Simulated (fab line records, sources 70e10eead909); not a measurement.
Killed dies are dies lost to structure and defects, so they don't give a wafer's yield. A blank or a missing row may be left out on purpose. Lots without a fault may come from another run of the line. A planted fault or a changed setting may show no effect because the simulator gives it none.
Chamber matching | flow nand_harc | NHARC_A_STAIRCASE_CMP_450 on cmp-04: 4 sister chambers
The step polishes SiO2, target thk 200 nm. 18 wafers are shown with their chamber, then 9 later ones without.

WAFERS WITH THEIR CHAMBER
wafer  | chamber | motor_current_A (A)
L077.2 | 1       | 9.7
L077.5 | 2       | 9.9
L077.6 | 3       | 15.5
L079.1 | 0       | 13.2
L079.5 | 0       | 12.7
L079.6 | 3       | 15.2
L083.1 | 3       | 15.4
L083.3 | 1       | 10.6
L083.6 | 3       | 15.9
L086.1 | 2       | 10.1
L086.2 | 0       | 13.7
L086.6 | 2       | 9.9
L087.2 | 1       | 9.9
L087.5 | 0       | 13.5
L087.6 | 1       | 10.2
L089.1 | 3       | 15.2
L089.3 | 0       | 13.8
L089.5 | 3       | 15.6

SIGNATURES (means of the wafers above)
reading         | chamber 0 | chamber 1 | chamber 2 | chamber 3 | scatter within a chamber
motor_current_A | 13.380    | 10.100    | 9.967     | 15.467    | 0.341
Rule: a wafer's distance from a chamber is the root of the sum, over the readings, of the square of ((its reading less the chamber's mean) divided by the reading's scatter). The wafer belongs to the nearest chamber; if the next one is less than 2 further off, it can't be placed. The scatter: the root of (the sum of the squares of (reading less its chamber's mean) over the shown wafers, divided by (wafers less chambers)).

WAFERS WITHOUT THEIR CHAMBER
wafer  | motor_current_A (A)
L091.2 | 10.0
L091.5 | 9.9
L091.6 | 12.6
L090.3 | 9.5
L090.4 | 13.0
L090.6 | 13.5
L093.1 | 10.0
L093.3 | 9.6
L093.6 | 9.7

WHICH CHAMBER EACH WENT THROUGH
wafer  | from the rows above     | in truth
L091.2 | can't be placed: 2 or 1 | 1
L091.5 | can't be placed: 2 or 1 | 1
L091.6 | 0                       | 0
L090.3 | can't be placed: 2 or 1 | 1
L090.4 | 0                       | 0
L090.6 | 0                       | 0
L093.1 | can't be placed: 2 or 1 | 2
L093.3 | can't be placed: 2 or 1 | 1
L093.6 | can't be placed: 2 or 1 | 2
Placed correctly: 3 of 9. Can't be placed from these rows: 6 (the true chamber is among the candidates in 6). Placed wrongly: 0.
